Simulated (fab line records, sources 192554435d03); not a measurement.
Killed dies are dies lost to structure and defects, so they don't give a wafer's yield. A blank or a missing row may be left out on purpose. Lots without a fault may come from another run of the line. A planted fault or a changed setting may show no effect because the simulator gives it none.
One fault seen from 3 desks | flow n5_finfet | each desk has only its own numbers; what lay behind them comes last

THE DEFECT DESK
What the inspections along the route counted, lot by lot: means of the sampled wafers that have a number. A lot is out of limits, marked OUT, if its mean lies more than 4 standard deviations from the usual mean; the brackets give that distance.
Columns: A = raw_defect_count at N5_FIN_SAQP_INSPECT_18, usual 409
lot  | first seen here | A
L853 | day 2 03:41     | 362
L862 | day 4 10:37     | 487
L863 | day 4 17:40     | 324
L865 | day 5 04:51     | 634
L872 | day 6 22:35     | 465
L873 | day 7 04:10     | 342
This desk's finding: nothing out of limits on any of the 6 lots.

THE TOOL OWNER'S DESK: ald_sin-02
The tool's own readings at N5_FIN_SAQP_SPACER1_ALD_24 (deposits SiO2, target thk 20.3 nm, pulse time 1 s, purge time 2 s): means of the sampled wafers that have a number, for each lot that ran on this tool. A lot is out of limits, marked OUT, if its mean lies more than 4 standard deviations from the usual mean; the brackets give that distance.
Columns: A = heater_power_w at N5_FIN_SAQP_SPACER1_ALD_24, usual 448 W; B = precursor_pulse_height_rel at N5_FIN_SAQP_SPACER1_ALD_24, usual 0.999; C = susceptor_temp_C at N5_FIN_SAQP_SPACER1_ALD_24, usual 300.01 C
lot  | first seen here | A   | B     | C
L862 | day 4 11:45     | 469 | 1.016 | 300.01
L863 | day 4 18:52     | 474 | 1.003 | 295.69 (-23) OUT
L865 | day 5 06:15     | 453 | 0.984 | 295.88 (-22) OUT
This desk's finding: out of limits on L863, L865; first on L863, day 4 18:52 (susceptor_temp_C at N5_FIN_SAQP_SPACER1_ALD_24). In limits: L862.

THE METROLOGY DESK
What the gauges read, lot by lot, whatever tool the lot ran on: means of the sampled wafers that have a number. A lot is out of limits, marked OUT, if its mean lies more than 4 standard deviations from the usual mean; the brackets give that distance. Of its 11 readings 7 are shown: those that lie furthest out on some lot.
Columns: A = cd_nm at N5_FIN_SAQP_CD_MEAS_27, usual 20.24 nm; B = DIBL_P at N5_BEOL_M4_RC_MEAS_101, usual 35.6 mV/V; C = IOFF_N at N5_BEOL_M4_RC_MEAS_101, usual 0.148 nA/um; D = IOFF_P at N5_BEOL_M4_RC_MEAS_101, usual 0.20 nA/um; E = ION_P at N5_BEOL_M4_RC_MEAS_101, usual 462 uA/um; F = SS_N at N5_BEOL_M4_RC_MEAS_101, usual 71.2 mV/dec; G = VT_P at N5_BEOL_M4_RC_MEAS_101, usual -251 mV
lot  | first seen here | A     | B    | C     | D    | E   | F    | G
L853 | day 2 06:23     | 20.14 | 37.8 | 0.153 | 0.21 | 468 | 70.5 | -249
L862 | day 4 12:41     | 20.03 | 35.5 | 0.141 | 0.19 | 463 | 70.6 | -253
L863 | day 4 19:50     | 20.50 | 35.2 | 0.137 | 0.18 | 462 | 70.9 | -251
L865 | day 5 07:12     | 20.54 | 35.7 | 0.178 | 0.25 | 464 | 72.4 | -247
L872 | day 7 02:00     | 20.24 | 35.6 | 0.167 | 0.20 | 452 | 71.6 | -252
L873 | day 7 07:36     | 20.31 | 37.7 | 0.155 | 0.21 | 457 | 71.7 | -250
This desk's finding: nothing out of limits on any of the 6 lots.

PUT TOGETHER
The tool owner's desk could have raised an alarm at day 4 18:52, on L863, L865.
The defect desk saw nothing out of limits.
The metrology desk saw nothing out of limits.
The defect desk has L863, L865 on record, within its limits.
The metrology desk has L863, L865 on record, within its limits.
Of the lots named, all ran N5_FIN_SAQP_SPACER1_ALD_24 on ald_sin-02.

WHAT THE SIMULATOR HAD PUT IN
Process parameter drift: ald_sin-02, from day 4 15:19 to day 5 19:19, at N5_FIN_SAQP_SPACER1_ALD_24. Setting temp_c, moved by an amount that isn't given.
Lots struck among those shown: L863, L865.
Hours from the fault's start to each desk's first reading out of limits: the tool owner's desk, 4.
